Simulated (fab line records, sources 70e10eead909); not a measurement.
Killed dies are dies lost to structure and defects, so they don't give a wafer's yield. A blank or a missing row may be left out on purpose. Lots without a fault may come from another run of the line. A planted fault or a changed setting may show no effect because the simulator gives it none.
Chamber matching | flow nand_harc | NHARC_P_BONDPAD_STRIP_15 on rie_diel-08: 4 sister chambers
The step strips in O2. 4 wafers are shown with their chamber, then 9 later ones without.

WAFERS WITH THEIR CHAMBER
wafer  | chamber | showerhead_plenum_p_Torr (Torr)
L621.3 | 0       | 3.63
L630.1 | 2       | 3.58
L633.2 | 3       | 3.38
L633.6 | 1       | 3.42

WAFERS WITHOUT THEIR CHAMBER
wafer  | showerhead_plenum_p_Torr (Torr)
L638.3 | 3.43
L638.4 | 3.38
L638.5 | 3.38
L639.1 | 3.38
L639.2 | 3.63
L639.4 | 3.58
L641.2 | 3.42
L641.5 | 3.42
L641.6 | 3.63

WHICH CHAMBER EACH WENT THROUGH
wafer  | from the rows above | in truth
L638.3 | 1                   | 1
L638.4 | 3                   | 3
L638.5 | 3                   | 3
L639.1 | 3                   | 3
L639.2 | 0                   | 0
L639.4 | 2                   | 2
L641.2 | 1                   | 1
L641.5 | 1                   | 1
L641.6 | 0                   | 0
Placed correctly: 9 of 9. Can't be placed from these rows: 0. Placed wrongly: 0.
How it was worked out, from the rows above alone: a wafer's distance from a chamber is the root of the sum, over the readings, of the square of ((its reading less the chamber's mean) divided by the reading's scatter). The wafer belongs to the nearest chamber; if the next one is less than 2 further off, it can't be placed. A chamber's mean is the mean of its shown wafers. The scatter: with one shown wafer a chamber, the root of the mean of the squares of how far each hidden wafer lies from its nearest shown one.
